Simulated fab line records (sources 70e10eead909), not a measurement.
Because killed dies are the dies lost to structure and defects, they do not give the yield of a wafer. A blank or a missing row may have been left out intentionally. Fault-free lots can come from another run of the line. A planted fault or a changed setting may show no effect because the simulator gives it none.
Matching of chambers :: flow nand harc :: NHARC_A_M0_ETCH_34 on rie diel-01: 4 sister chambers
The step etches the open film in N2/H2, target depth 40 nm, overetch 12 nm, time 43.94 s. 18 wafers are shown with their chamber, then 9 later ones without.

== EACH WAFER AND ITS CHAMBER ==
wafer: L075.1
chamber: 1
drypump motor current A (A): 5.3
rf vpp V (V): 434.2
throttle valve pct (%): 14.176

wafer: L075.2
chamber: 2
drypump motor current A (A): 5.6
rf vpp V (V): 430.2
throttle valve pct (%): 14.171

wafer: L075.4
chamber: 3
drypump motor current A (A): 6.0
rf vpp V (V): 426.9
throttle valve pct (%): 14.170

wafer: L078.2
chamber: 2
drypump motor current A (A): 5.6
rf vpp V (V): 430.0
throttle valve pct (%): 14.163

wafer: L078.4
chamber: 3
drypump motor current A (A): 6.0
rf vpp V (V): 428.6
throttle valve pct (%): 14.174

wafer: L078.5
chamber: 1
drypump motor current A (A): 5.3
rf vpp V (V): 433.3
throttle valve pct (%): 14.161

wafer: L074.1
chamber: 3
drypump motor current A (A): 6.0
rf vpp V (V): 429.1
throttle valve pct (%): 14.171

wafer: L074.4
chamber: 1
drypump motor current A (A): 5.3
rf vpp V (V): 433.7
throttle valve pct (%): 14.182

wafer: L074.6
chamber: 1
drypump motor current A (A): 5.3
rf vpp V (V): 433.3
throttle valve pct (%): 14.161

wafer: L080.1
chamber: 0
drypump motor current A (A): 5.9
rf vpp V (V): 428.5
throttle valve pct (%): 14.174

wafer: L080.3
chamber: 1
drypump motor current A (A): 5.3
rf vpp V (V): 434.0
throttle valve pct (%): 14.169

wafer: L080.5
chamber: 3
drypump motor current A (A): 6.0
rf vpp V (V): 429.6
throttle valve pct (%): 14.174

wafer: L082.1
chamber: 1
drypump motor current A (A): 5.3
rf vpp V (V): 433.9
throttle valve pct (%): 14.171

wafer: L082.4
chamber: 3
drypump motor current A (A): 5.9
rf vpp V (V): 428.1
throttle valve pct (%): 14.161

wafer: L082.5
chamber: 3
drypump motor current A (A): 5.9
rf vpp V (V): 428.7
throttle valve pct (%): 14.168

wafer: L085.4
chamber: 1
drypump motor current A (A): 5.3
rf vpp V (V): 434.0
throttle valve pct (%): 14.170

wafer: L085.5
chamber: 0
drypump motor current A (A): 5.8
rf vpp V (V): 430.8
throttle valve pct (%): 14.187

wafer: L085.6
chamber: 1
drypump motor current A (A): 5.3
rf vpp V (V): 435.3
throttle valve pct (%): 14.197

SIGNATURES (means of the wafers above)
reading: drypump motor current A
chamber 0: 5.850
chamber 1: 5.300
chamber 2: 5.600
chamber 3: 5.967
scatter within a chamber: 0.0362

reading: rf vpp V
chamber 0: 429.650
chamber 1: 433.962
chamber 2: 430.100
chamber 3: 428.500
scatter within a chamber: 0.837

reading: throttle valve pct
chamber 0: 14.18050
chamber 1: 14.17338
chamber 2: 14.16700
chamber 3: 14.16967
scatter within a chamber: 0.00932
Rule: a wafer's distance from a chamber is the root of the sum, over the readings, of the square of ((its reading less the chamber's mean) divided by the reading's scatter). If the next closest chamber is less than 2 further off than the closest, the wafer can't be placed; otherwise it belongs to the closest. The scatter is the square root of a quotient: the sum, over the shown wafers, of each reading's squared deviation from its chamber's mean, divided by wafers minus chambers.

== WAFERS WHOSE CHAMBER IS MISSING ==
wafer: L087.1
drypump motor current A (A): 5.6
rf vpp V (V): 431.4
throttle valve pct (%): 14.185

wafer: L087.2
drypump motor current A (A): 6.0
rf vpp V (V): 428.9
throttle valve pct (%): 14.172

wafer: L087.4
drypump motor current A (A): 5.3
rf vpp V (V): 433.9
throttle valve pct (%): 14.183

wafer: L095.2
drypump motor current A (A): 5.6
rf vpp V (V): 429.2
throttle valve pct (%): 14.155

wafer: L095.5
drypump motor current A (A): 5.6
rf vpp V (V): 429.5
throttle valve pct (%): 14.173

wafer: L095.6
drypump motor current A (A): 6.0
rf vpp V (V): 427.7
throttle valve pct (%): 14.168

wafer: L094.1
drypump motor current A (A): 5.6
rf vpp V (V): 430.6
throttle valve pct (%): 14.171

wafer: L094.4
drypump motor current A (A): 5.9
rf vpp V (V): 429.1
throttle valve pct (%): 14.183

wafer: L094.6
drypump motor current A (A): 5.3
rf vpp V (V): 434.9
throttle valve pct (%): 14.186

== WHICH CHAMBER EACH WENT THROUGH ==
wafer: L087.1
from the rows above: 2
in truth: 2

wafer: L087.2
from the rows above: 3
in truth: 3

wafer: L087.4
from the rows above: 1
in truth: 1

wafer: L095.2
from the rows above: 2
in truth: 2

wafer: L095.5
from the rows above: 2
in truth: 2

wafer: L095.6
from the rows above: 3
in truth: 3

wafer: L094.1
from the rows above: 2
in truth: 2

wafer: L094.4
from the rows above: can't be placed: 0 or 3
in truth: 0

wafer: L094.6
from the rows above: 1
in truth: 1
Placed correctly: 8 of 9. Can't be placed from these rows: 1 (the true chamber is among the candidates in 1). Number placed wrongly: 0.
